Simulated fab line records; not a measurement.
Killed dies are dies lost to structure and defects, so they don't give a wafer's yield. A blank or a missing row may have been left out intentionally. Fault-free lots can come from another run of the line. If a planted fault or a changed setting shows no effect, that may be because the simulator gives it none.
fab line records + flow n5Finfet
[record]
- lots = 4
- wafers = 12
- lastDay = 17
route steps=1938 shown MOL_CONTACT_COAG@623 BEOL_M0_SAQP@632 BEOL_M0@715 BEOL_M4@1111
lots that met no fault: taken from a fault-free run of the same line
startH: hours from the record's first day to the start of the lot's first wafer shown + waitH: how many hours have passed since the lot's step before this one + " unchanged from the row above + L1.1+2: one row covering several wafers at once + - no value present, or no start provided + * or withheld: withheld + < > ~ a bound
route shown NAME@n: a module of which the file shows steps, and the number in the route of the first + usual: mean/standard deviation taken from wafers without a fault + same: alike in all rows + chamber/n: place in a boat + sites: each site's reading + _std_site: standard deviation of those values + _edge_site: mean of outer sites minus mean of inner sites + radiusMm: how far each site lies from the wafer's centre + mask NAME#n: copy n + behind: the last tool/chamber to shape the wafer + hold: why the lot went on hold/how many hours it stayed there/how the hold came to an end + device: which transistor (n, p or np) failed to switch + end of line: tests of these same wafers at the route's end + where a step has no rows: the recipe by itself + killed: dies that structure and defects cost at the first sort, which is not the same as the wafer's yield + map: per-die view of a wafer (x killed, . not killed, _ where there is no die)
set.NAME: the run value of the setting; set.NAME@STEP: its run value at that earlier step + model.NAME: the simulator's own value behind a step, which no gauge read
lots at some steps of the route; a table a step, a row a wafer
services: a tool's chamber out of use, with start hour (startH, from the record's first day; less than 0 if before it), hours out, and reason
[[steps]]
[step N5_MOL_CONTACT_COAG_PRE_CLEAN_121]
[recipe]
- gas = H2/He
- timeS = *
- tempC = withheld
[step N5_MOL_CONTACT_COAG_CVD_140]
[recipe]
- material = W
- targetThkA = 665
- mode = selectiveFill
- tempC = 300
- timeS = 215
[step N5_MOL_CONTACT_COAG_PRECLEAN_127]
[recipe]
- chemistry = DIW
- timeS = 57.5
- tempC = 23
[step N5_MOL_CONTACT_COAG_SRD_128]
[recipe]
- dryTimeS = 32
- dry = n2Spin
- spinRpm = 1500
[step N5_MOL_CONTACT_COAG_CMP_52]
[recipe]
- stopOn = SiO2
- tOverpolishS = 1.5
- postCmpClean = wDiluteNh4oh
- downForcePsi = 4
- platenRpm = 50.289
- padVelocityMS = 1.0006
- targetThkNm = 66.5
[step N5_MOL_CONTACT_COAG_ANNEAL_112]
[recipe]
- tempC = 400
- timeS = 1800
- ambient = HPD2
- pressureAtm = 10
[step N5_BEOL_M0_SAQP_PECVD_00]
[recipe]
- material = SiCN
- targetThkA = 80
- tempC = withheld
- precursor = 3MS/NH3
- pressureTorr = 3
- rfW = 202
- timeS = 14
[step N5_BEOL_M0_SAQP_ILD_DEP_01]
[recipe]
- material = SiOC
- targetThkA = 454.19
- tempC = 350
- precursor = DEMS/O2
- pressureTorr = 5
- rfW = 500
- timeS = 8.7
[step N5_BEOL_M0_SAQP_HM_DEP_02]
[recipe]
- material = TiN
- targetThkA = 120
- tempC = 25
- chamberPressurePa = 0.49996
[step N5_BEOL_M0_SAQP_PECVD_03]
[recipe]
- material = SiCN
- targetThkA = 120
- tempC = withheld
- precursor = 3MS/NH3
- pressureTorr = 3
- rfW = 202
- timeS = 21.1
[usual]
- runLengthS = 51.4/0.68
- showerheadPlenumPTorr = 3.661/0.0073
- throttleValvePct = 9.2/0.63
| lot.wafer | tool     | chamber | startH | waitH | runLengthS | showerheadPlenumPTorr | throttleValvePct | model.SiCN_of_BEOL_M0_SAQP_PECVD_03.thkNm |
|-----------|----------|---------|--------|-------|------------|-----------------------|------------------|-------------------------------------------|
| L880.1    | pecvd-01 | 0       | 125.49 | 0.1   | 50.4       | 3.674                 | 9.1              | 11.8                                      |
| L880.5    | "        | 0       | "      | "     | 50.4       | 3.655                 | 8.8              | 12.2                                      |
| L880.6    | "        | 2       | "      | "     | 52.1       | 3.664                 | 8.1              | 12                                        |
| L884.2    | pecvd-01 | 1       | 149.66 | 0.1   | 54.4       | 3.661                 | 9.9              | 13.6                                      |
| L884.3    | "        | 2       | "      | "     | 55.4       | 3.659                 | 8.2              | 13.4                                      |
| L884.4    | "        | 1       | "      | "     | 54.7       | 3.651                 | 10.1             | 13.8                                      |
| L887.4    | pecvd-01 | 2       | 174.18 | 0.1   | 54.7       | 3.658                 | 8.2              | 13.8                                      |
| L887.5    | "        | 0       | "      | "     | 50.3       | 3.660                 | 8.8              | 12.2                                      |
| L887.6    | "        | 1       | "      | "     | 52.0       | 3.661                 | 10.1             | 12.2                                      |
| L900.1    | pecvd-01 | 1       | 242.64 | 0.1   | 51.8       | 3.655                 | 9.7              | 11.8                                      |
| L900.3    | "        | 0       | "      | "     | 50.4       | 3.661                 | 9.0              | 11.4                                      |
| L900.6    | "        | 2       | "      | "     | 52.1       | 3.663                 | 8.1              | 11.8                                      |
[step N5_BEOL_M0_SAQP_PECVD_96]
[recipe]
- material = a-Si
- targetThkA = 450
- tempC = 350
- precursor = SiH4/He
- pressureTorr = 3
- rfW = 100
- timeS = 45.2
[step N5_BEOL_M0_SAQP_PECVD_97]
[recipe]
- material = SiNx
- targetThkA = 230
- tempC = 350
- precursor = SiH4/NH3/N2
- pressureTorr = 1.5
- rfW = 300
- timeS = 19.9
[step N5_BEOL_M0_SAQP_PECVD_04]
[recipe]
- material = a-Si
- targetThkA = 600
- tempC = 350
- precursor = SiH4/He
- pressureTorr = 3
- rfW = 100
- timeS = 60.2
[step N5_BEOL_M0_SAQP_HM_DEP_111]
[recipe]
- material = SiO2
- targetThkA = 120
- tempC = 400
- precursor = SiH4/N2O
- pressureTorr = 0.75
- rfW = 275
- timeS = 7.2
[step N5_BEOL_M0_SAQP_COAT_81]
[recipe]
- resist = SOC
- tempC = 250
- timeS = 60
- spinRpm = 1500
- resistThkNm = 100
[step N5_BEOL_M0_SAQP_COAT_82]
[recipe]
- resist = SiARC
- tempC = 220
- timeS = 60
- spinRpm = 1500
- resistThkNm = 30
[step N5_BEOL_M0_SAQP_COAT_08]
[recipe]
- resist = CAR-ArF
- spinRpm = 1500
- resistThkNm = 90
[step N5_BEOL_M0_SAQP_EBR_10]
[recipe]
- solvent = PGMEA
- ebrWidthMm = 1.5
[step N5_BEOL_M0_SAQP_SOFTBAKE_09]
[recipe]
- tempC = 110
- timeS = 60
- resist = CAR-ArF
[step N5_BEOL_M0_SAQP_EXPOSE_11]
[recipe]
- maskId = M0_CORE
- na = 1.35
- sourceShape = dipole
- sigmaInner = 0.538
- sigmaOuter = 0.738
- polarization = te
- targetCdNm = 42
- doseMj = 55
[step N5_BEOL_M0_SAQP_PEB_12]
[recipe]
- pebTempC = withheld
- pebTimeS = 60
- resist = CAR-ArF
[step N5_BEOL_M0_SAQP_DEVELOP_13]
[recipe]
- developTimeS = 30
- developer = TMAH
- resist = CAR-ArF
- devTempC = 23
- rinseLiquid = diw
- dry = airSpin
[step N5_BEOL_M0_SAQP_DESCUM_19]
[recipe]
- chemistry = O2
- timeS = 7.9
- sourcePowerW = 50
- biasPowerW = 20
- pressureMtorr = 20
- rfFrequencyHz = 2.712e+07
- tempC = 40
- resist = CAR-ArF
- o2FlowSccm = 225
[step N5_BEOL_M0_SAQP_ETCH_83]
[recipe]
- chemistry = CF4
- target = SiARC
- targetDepthA = 390
- maskMaterial = CAR-ArF
- timeS = 65
- ionEnergyEv = 80
- pressureMtorr = 40
- sourceW = 545
- biasW = 36
- Ar_flow_sccm = 100
- cf4FlowSccm = 100
- ends = cleared
[step N5_BEOL_M0_SAQP_ETCH_84]
[recipe]
- chemistry = N2/H2
- target = SOC
- targetDepthA = 1000
- overetchA = 200
- maskMaterial = SiARC
- tempC = 40
- timeS = 150
- ionEnergyEv = 200
- pressureMtorr = 30
- sourceW = 840
- biasW = 150
- n2FlowSccm = 200
- h2FlowSccm = 200
[step N5_BEOL_M0_SAQP_STRIP_80]
[recipe]
- chemistry = N2/H2
- tempC = 40
- n2FlowSccm = 200
- h2FlowSccm = 200
- rfFrequencyHz = 6e+07
[step N5_BEOL_M0_SAQP_HM_OPEN_112]
[recipe]
- chemistry = CHF3/O2
- target = SiO2
- stopOn = a-Si
- targetDepthA = 120
- overEtchFrac = 1.25
- maskMaterial = SOC
- timeS = 13.5
- pressureMtorr = 30
- sourceW = 650
- biasW = 170
- Ar_flow_sccm = 200
- CHF3_flow_sccm = 50
- O2_flow_sccm = 5
- ionEnergyEv = 200
- ends = endPoint
[step N5_BEOL_M0_SAQP_STRIP_113]
[recipe]
- chemistry = CHF3/O2
- resist = SiARC
- rfFrequencyHz = 6e+07
[step N5_BEOL_M0_SAQP_MANDREL_ETCH_20]
[recipe]
- targetDepthA = 600
- chemistry = HBr/Cl2
- target = a-Si
- stopOn = SiNx
- btTimeS = 10
- maskMaterial = SOC
- overEtchFrac = 0.5
- timeS = 30
- pressureMtorr = 10
- icpW = 800
- biasW = 75
- HBr_flow_sccm = 150
- Cl2_flow_sccm = 80
- ends = endPoint
[step N5_BEOL_M0_SAQP_STRIP_86]
[recipe]
- chemistry = N2/H2
- powerW = 500
- tempC = 40
- pressureMtorr = 50
- rfFrequencyHz = 6e+07
- overashFraction = 0.3
- biasPowerW = 28
- h2Frac = 0.5
- n2FlowSccm = 300
- h2FlowSccm = 300
[step N5_BEOL_M0_SAQP_STRIP_115]
[recipe]
- chemistry = postEtchResidueRemover
- timeS = 60
- tempC = 25
- removerPh = withheld
- removerWaterWtPct = withheld
- removerFluorideWtPct = withheld
[step N5_BEOL_M0_SAQP_SRD_93]
[recipe]
- dry = ipaMarangoni
- timeS = 30
- tempC = 23
- rinseLiquid = diw
[step N5_BEOL_M0_SAQP_RECESS_114]
[recipe]
- chemistry = HF/NH3
- target = SiO2
- targetDepthA = 144
- afsCycles = 3
- tempC = 30
- sublimationTempC = 180
- sublimationTimeS = 60
[step N5_BEOL_M0_SAQP_SPACER1_ALD_98]
[recipe]
- material = SiO2
- targetThkA = 128
- tempC = 300
- aldPrecursorFamily = BDEAS
- aldCoReactant = O2-plasma
- pulseTimeS = 1
- purgeTimeS = 2
- coReactantPurgeTimeS = 2
- aldCycles = 138
- pressureTorr = 2
[step N5_BEOL_M0_SAQP_SPACER1_ETCHBACK_99]
[recipe]
- chemistry = CHF3/O2
- mode = anisotropicEtchback
- target = SiO2
- targetDepthA = 154
- timeS = 7.7
- pressureMtorr = 30
- sourceW = 650
- biasW = 170
- Ar_flow_sccm = 200
- CHF3_flow_sccm = 50
- O2_flow_sccm = 5
- ionEnergyEv = 200
[step N5_BEOL_M0_SAQP_RECESS_109]
[recipe]
- chemistry = HF/NH3
- target = SiO2
- targetDepthA = 30
- afsCycles = 1
- tempC = 30
- sublimationTempC = 180
- sublimationTimeS = 60
[usual]
- drypumpMotorCurrentA = 6.14/0.22
- forelinePTorr = 0.1281/0.00062
[same]
- sublimationTimeS = 60
| lot.wafer | tool         | chamber | startH | waitH | drypumpMotorCurrentA | forelinePTorr | model.SiCN_of_BEOL_M0_SAQP_PECVD_03.thkNm |
|-----------|--------------|---------|--------|-------|----------------------|---------------|-------------------------------------------|
| L880.1    | vaporEtch-01 | 1       | 129.03 | 0.0   | 6.16                 | 0.1274        | 8.2                                       |
| L880.5    | "            | 1       | "      | "     | 6.15                 | 0.1277        | 8.6                                       |
| L880.6    | "            | 0       | "      | "     | 6.04                 | 0.1276        | 8.4                                       |
| L884.2    | vaporEtch-01 | 0       | 153.36 | 0.0   | 6.01                 | 0.1274        | 10.2                                      |
| L884.3    | "            | 1       | "      | "     | 6.20                 | 0.1266        | 9.8                                       |
| L884.4    | "            | 0       | "      | "     | 6.06                 | 0.1278        | 10.2                                      |
| L887.4    | vaporEtch-02 | 0       | 177.85 | 0.1   | 5.88                 | 0.1271        | 10.2                                      |
| L887.5    | "            | 0       | "      | "     | 5.89                 | 0.1272        | 8.6                                       |
| L887.6    | "            | 1       | "      | "     | 6.45                 | 0.1279        | 8.6                                       |
| L900.1    | vaporEtch-02 | 1       | 246.00 | 0.0   | 6.45                 | 0.1281        | 8.2                                       |
| L900.3    | "            | 0       | "      | "     | 5.86                 | 0.1277        | 8                                         |
| L900.6    | "            | 0       | "      | "     | 5.86                 | 0.1287        | 8.4                                       |
[step N5_BEOL_M0_ETCH_138]
[recipe]
- chemistry = CH3F/O2
- targetDepthA = 120
- target = SiCN
- timeS = 31.6
- ionEnergyEv = 120
- pressureMtorr = 30
- sourceW = 395
- biasW = 75
- Ar_flow_sccm = 150
- CH3F_flow_sccm = 30
- O2_flow_sccm = 20
- ends = cleared
[usual]
- drypumpMotorCurrentA = 5.6/0.51
- etchRfOnTimeS = 28.6/0.96
- oesProductAu = 0.70/0.08
- rfVppV = 297.3/1.7
- showerheadPlenumPTorr = 2.00/0.077
- throttleValvePct = 16.32/0.26
| lot.wafer | tool       | chamber | startH | waitH | drypumpMotorCurrentA | etchRfOnTimeS | oesProductAu | rfHoursCounterH | rfVppV | showerheadPlenumPTorr | throttleValvePct | model.etch.depthNm | model.SiO2_of_BEOL_M0_SAQP_SPACER2_ALD_26.thkNm |
|-----------|------------|---------|--------|-------|----------------------|---------------|--------------|-----------------|--------|-----------------------|------------------|--------------------|-------------------------------------------------|
| L880.1    | rieDiel-02 | 0       | 132.84 | 0.0   | 5.5                  | 27.8          | 0.81         | 20              | 299.3  | 2.15                  | 16.23            | 8.3                | 5                                               |
| L880.5    | "          | 0       | "      | "     | 5.5                  | 29.1          | 0.80         | -               | 297.9  | 2.15                  | 16.22            | 8.635              | 5                                               |
| L880.6    | "          | 3       | "      | "     | 6.1                  | 28.8          | 0.59         | -               | 298.8  | 1.96                  | 16.61            | 8.378              | 5.2                                             |
| L884.2    | rieDiel-02 | 0       | 156.31 | 0.0   | 5.5                  | 33.6          | 0.78         | 29              | 299.2  | 2.15                  | 16.25            | 10.11              | 4.6                                             |
| L884.3    | "          | 2       | "      | "     | 5.8                  | 32.7          | 0.78         | 13              | 296.9  | 2.06                  | 16.16            | 9.853              | 4.6                                             |
| L884.4    | "          | 2       | "      | "     | 5.8                  | 33.8          | 0.80         | -               | 297.7  | 2.06                  | 16.15            | 10.18              | 4.6                                             |
| L887.4    | rieDiel-01 | 2       | 180.90 | 0.0   | 6.2                  | 34.6          | 0.81         | 7               | 297.4  | 2.05                  | 16.15            | 10.18              | 4.8                                             |
| L887.5    | "          | 2       | "      | "     | 6.2                  | 30.0          | 0.81         | -               | 299.1  | 2.05                  | 16.14            | 8.695              | 5.2                                             |
| L887.6    | "          | 1       | "      | "     | 5.0                  | 29.5          | 0.63         | -               | 294.6  | 1.92                  | 16.79            | 8.693              | 5.2                                             |
| L900.1    | rieDiel-06 | 3       | 249.37 | 0.0   | 5.6                  | 26.6          | 0.69         | 112             | 295.6  | 1.93                  | 16.44            | 8.184              | 4.8                                             |
| L900.3    | "          | 1       | "      | "     | 6.3                  | 26.0          | 0.77         | 38              | 297.1  | 1.95                  | 16.06            | 8.024              | 5                                               |
| L900.6    | "          | 1       | "      | "     | 6.3                  | 26.9          | 0.78         | -               | 295.5  | 1.95                  | 16.04            | 8.304              | 5                                               |
[step N5_BEOL_M0_HM_OPEN_105]
[recipe]
- chemistry = Cl2/BCl3
- targetDepthA = 120
- target = TiN
- ionEnergyEv = 150
- pressureMtorr = 10
- icpW = 1000
- biasW = 126
- Cl2_flow_sccm = 53.25
- bcl3FlowSccm = 21.75
- Ar_flow_sccm = 25
[usual]
- drypumpMotorCurrentA = 5.5/0.49
- oesProductAu = 0.77/0.12
- throttleValvePct = 22.0/0.3
| lot.wafer | tool        | chamber | startH | waitH | drypumpMotorCurrentA | oesProductAu | rfHoursCounterH | throttleValvePct | model.SiO2_of_BEOL_M0_SAQP_SPACER2_ALD_26.thkNm |
|-----------|-------------|---------|--------|-------|----------------------|--------------|-----------------|------------------|-------------------------------------------------|
| L880.1    | rieMetal-02 | 0       | 132.94 | 0.1   | 5.4                  | 0.65         | 96              | 22.3             | 2.6                                             |
| L880.5    | "           | 1       | "      | "     | 5.6                  | 0.64         | -               | 22.0             | 2.6                                             |
| L880.6    | "           | 0       | "      | "     | 5.4                  | 0.66         | -               | 22.3             | 2.8                                             |
| L884.2    | rieMetal-02 | 0       | 156.61 | 0.3   | 5.3                  | 0.65         | 98              | 22.3             | 2.2                                             |
| L884.3    | "           | 0       | "      | "     | 5.4                  | 0.65         | -               | 22.4             | 2.4                                             |
| L884.4    | "           | 1       | "      | "     | 5.6                  | 0.63         | -               | 22.1             | 2.2                                             |
| L887.4    | rieMetal-02 | 1       | 181.05 | 0.1   | 5.6                  | 0.63         | -               | 22.1             | 2.4                                             |
| L887.5    | "           | 0       | "      | "     | 5.4                  | 0.65         | -               | 22.3             | 2.8                                             |
| L887.6    | "           | 1       | "      | "     | 5.6                  | 0.62         | -               | 22.0             | 2.8                                             |
| L900.1    | rieMetal-02 | 1       | 251.74 | 2.3   | 5.6                  | 0.61         | 118             | 22.1             | 2.6                                             |
| L900.3    | "           | 1       | "      | "     | 5.6                  | 0.61         | -               | 22.1             | 2.8                                             |
| L900.6    | "           | 1       | "      | "     | 5.6                  | 0.62         | -               | 22.1             | 2.6                                             |
[step N5_BEOL_M0_ETCH_128]
[recipe]
- chemistry = CF4/N2
- targetDepthA = 120
- overetchA = 51
- target = SiCN
- timeS = 21.4
- ionEnergyEv = 150
- pressureMtorr = 40
- sourceW = 430
- biasW = 70
- Ar_flow_sccm = 100
- cf4FlowSccm = 60
- n2FlowSccm = 60
[usual]
- cf4FlowSccm = 59.99/0.19
- drypumpMotorCurrentA = 5.7/0.47
- n2FlowSccm = 60.03/0.17
- oesProductAu = 0.56/0.055
- rfVppV = 382.5/2.1
- showerheadPlenumPTorr = 2.22/0.08
- throttleValvePct = 15.38/0.22
| lot.wafer | tool       | chamber | startH | waitH | cf4FlowSccm | drypumpMotorCurrentA | n2FlowSccm | oesProductAu | rfHoursCounterH | rfVppV | showerheadPlenumPTorr | throttleValvePct | model.etch.depthNm |
|-----------|------------|---------|--------|-------|-------------|----------------------|------------|--------------|-----------------|--------|-----------------------|------------------|--------------------|
| L880.1    | rieDiel-02 | 3       | 133.25 | 0.0   | 59.98       | 6.1                  | 60.14      | 0.46         | 244             | 382.5  | 2.17                  | 15.78            | 8.3                |
| L880.5    | "          | 1       | "      | "     | 60.08       | 6.3                  | 59.91      | 0.54         | -               | 379.9  | 2.14                  | 15.30            | 8.635              |
| L880.6    | "          | 0       | "      | "     | 59.61       | 5.5                  | 59.87      | 0.62         | -               | 384.6  | 2.35                  | 15.27            | 8.378              |
| L884.2    | rieDiel-01 | 3       | 156.93 | 0.0   | 60.00       | 5.4                  | 60.03      | 0.67         | 31              | 381.0  | 2.15                  | 15.17            | 10.11              |
| L884.3    | "          | 1       | "      | "     | 59.88       | 5.0                  | 59.92      | 0.54         | 169             | 380.3  | 2.12                  | 15.84            | 9.853              |
| L884.4    | "          | 1       | "      | "     | 59.91       | 5.0                  | 59.70      | 0.56         | -               | 382.2  | 2.12                  | 15.83            | 10.18              |
| L887.4    | rieDiel-02 | 1       | 181.79 | 0.5   | 59.94       | 6.4                  | 60.09      | 0.58         | 150             | 379.3  | 2.14                  | 15.31            | 10.18              |
| L887.5    | "          | 2       | "      | "     | 59.70       | 5.8                  | 60.02      | 0.61         | -               | 382.4  | 2.26                  | 15.27            | 8.695              |
| L887.6    | "          | 1       | "      | "     | 60.10       | 6.3                  | 60.15      | 0.53         | -               | 379.4  | 2.14                  | 15.32            | 8.693              |
| L900.1    | rieDiel-01 | 2       | 252.23 | 0.1   | 60.18       | 6.2                  | 60.06      | 0.60         | 34              | 384.7  | 2.25                  | 15.29            | 8.184              |
| L900.3    | "          | 1       | "      | "     | 60.07       | 5.0                  | 60.06      | 0.48         | 205             | 380.2  | 2.10                  | 15.90            | 8.024              |
| L900.6    | "          | 2       | "      | "     | 60.17       | 6.2                  | 59.83      | 0.61         | -               | 382.8  | 2.25                  | 15.29            | 8.304              |
[step N5_BEOL_M4_RC_MEAS_101]
[usual]
- DIBL_N = 36.8/1.5
- DIBL_P = 37.1/2.1
- IOFF_N = 0.168/0.03
- IOFF_P = 0.22/0.034
- ION_N = 679/12
- ION_P = 466/8
- SS_N = 71.7/0.58
- SS_P = 73.5/0.67
- VT_N = 248.8/2.7
- VT_P = -250/3.3
| lot.wafer | tool      | chamber | startH | waitH | DIBL_N[mV/V] | DIBL_P[mV/V] | IOFF_N[nA/um] | IOFF_P[nA/um] | ION_N[uA/um] | ION_P[uA/um] | SS_N[mV/dec] | SS_P[mV/dec] | VT_N[mV] | VT_P[mV] |
|-----------|-----------|---------|--------|-------|--------------|--------------|---------------|---------------|--------------|--------------|--------------|--------------|----------|----------|
| L880.1    | prober-02 | 0       | 181.77 | 0.0   | 35.9         | 35.9         | 0.152         | 0.22          | 681          | 470          | 71.1         | 73.0         | 248.6    | -248     |
| L880.5    | "         | 0       | "      | "     | 36.3         | 36.4         | 0.153         | 0.24          | 696          | 480          | 71.0         | 72.7         | 249.3    | -249     |
| L880.6    | "         | 0       | "      | "     | 37.1         | 37.0         | 0.163         | 0.26          | 684          | 477          | 70.8         | 74.2         | 250.1    | -245     |
| L884.2    | prober-02 | 0       | 207.43 | 0.2   | 38.0         | 37.7         | 0.178         | 0.25          | 686          | 479          | 71.1         | 74.2         | 246.7    | -245     |
| L884.3    | "         | 0       | "      | "     | 37.3         | 36.0         | 0.170         | 0.22          | 692          | 480          | 71.5         | 72.9         | 248.6    | -249     |
| L884.4    | "         | 0       | "      | "     | 37.8         | 36.7         | 0.154         | 0.22          | 683          | 466          | 71.7         | 73.6         | 250.6    | -246     |
| L887.4    | prober-02 | 0       | 216.58 | 0.5   | 36.7         | 38.2         | 0.169         | 0.20          | 673          | 459          | 71.4         | 73.1         | 248.1    | -253     |
| L887.5    | "         | 0       | "      | "     | 37.8         | 39.3         | 0.189         | 0.22          | 680          | 461          | 71.5         | 74.2         | 245.8    | -251     |
| L887.6    | "         | 0       | "      | "     | 37.0         | 37.7         | 0.177         | 0.21          | 681          | 458          | 71.6         | 73.9         | 248.0    | -252     |
| L900.1    | prober-01 | 0       | 314.51 | 0.0   | 36.6         | 37.8         | 0.161         | 0.24          | 677          | 472          | 71.6         | 73.3         | 247.9    | -245     |
| L900.3    | "         | 0       | "      | "     | 37.6         | 37.9         | 0.165         | 0.24          | 670          | 466          | 71.9         | 74.0         | 251.3    | -247     |
| L900.6    | "         | 0       | "      | "     | 36.5         | 36.5         | 0.147         | 0.22          | 673          | 466          | 71.4         | 73.2         | 250.9    | -251     |
[[services]]
| tool         | chamber | startH | hours | kind                        |
|--------------|---------|--------|-------|-----------------------------|
| rieDiel-02   | 2       | 101.58 | -     | clean                       |
| rieDiel-02   | 2       | 101.58 | -     | consumableReplace:focusRing |
| rieDiel-02   | 2       | 101.58 | 20.0  | scheduledDown               |
| rieDiel-02   | 2       | 101.58 | 20.0  | ventCycle                   |
| vaporEtch-01 | -       | 102.34 | 1.2   | repair                      |
| rieDiel-06   | 1       | 109.69 | -     | clean                       |
| vaporEtch-01 | 0       | 113.35 | 4.4   | repair                      |
| rieDiel-01   | 3       | 130.35 | 4.5   | repair                      |
| rieDiel-01   | 2       | 147.45 | -     | clean                       |
| rieDiel-01   | 2       | 147.45 | -     | consumableReplace:focusRing |
| rieDiel-01   | 2       | 147.45 | 14.8  | scheduledDown               |
| rieDiel-01   | 2       | 147.45 | 14.8  | ventCycle                   |
| rieDiel-02   | 3       | 148.32 | -     | clean                       |
| rieDiel-02   | 3       | 148.32 | -     | consumableReplace:focusRing |
| rieDiel-02   | 3       | 148.32 | 21.2  | scheduledDown               |
| rieDiel-02   | 3       | 148.32 | 21.2  | ventCycle                   |
| rieDiel-01   | -       | 148.96 | 0.1   | repair                      |
| rieDiel-02   | 1       | 158.46 | 5.5   | repair                      |
| rieMetal-02  | -       | 166.55 | 2.8   | pm                          |
| rieDiel-06   | -       | 215.62 | 15.6  | pm                          |
| rieMetal-02  | 0       | 221.71 | 10.9  | repair                      |
| pecvd-01     | 2       | 225.97 | 5.5   | scheduledDown               |
| rieDiel-02   | 2       | 235.45 | 2.4   | repair                      |
| rieDiel-01   | 3       | 246.14 | 18.9  | repair                      |
[[key]]
[firstSign]
- step = N5_BEOL_M0_SAQP_PECVD_03
- reading = runLengthS
- direction = up
- sigmas = 5
- usual = *
- struck = *
[effect]
- step = N5_BEOL_M0_ETCH_138
- reading = etchRfOnTimeS
- direction = up
- sigmas = 5.3
- usual = *
- struck = *
[modelEffect]
- step = N5_BEOL_M0_SAQP_PECVD_03
- value = SiCN_of_BEOL_M0_SAQP_PECVD_03.thkNm
- without = 11.9
- struck = 13.65
[modelEffect]
- step = N5_BEOL_M0_SAQP_RECESS_109
- value = SiCN_of_BEOL_M0_SAQP_PECVD_03.thkNm
- without = 8.35
- struck = 10.1
[modelEffect]
- step = N5_BEOL_M0_ETCH_138
- value = etch.depthNm
- without = 8.39
- struck = 10.08
[modelEffect]
- step = N5_BEOL_M0_HM_OPEN_105
- value = SiO2_of_BEOL_M0_SAQP_SPACER2_ALD_26.thkNm
- without = 2.7
- struck = 2.3
[modelEffect]
- step = N5_BEOL_M0_ETCH_128
- value = etch.depthNm
- without = 8.39
- struck = 10.08
metAt N5_BEOL_M0_SAQP_PECVD_03
struckWafers L884.2,L884.3,L884.4,L887.4
onsetBetween 125.49 149.66
[fault]
- kind = processParameterDrift
- tool = pecvd-01
- chamber = -
- onsetH = 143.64
- steps = N5_BEOL_M0_SAQP_PECVD_03
- channel = timeS
- offset = *
- shape = step
- endH = 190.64
- scope = struckWafersOnly
- actsIn = *
- stated = *
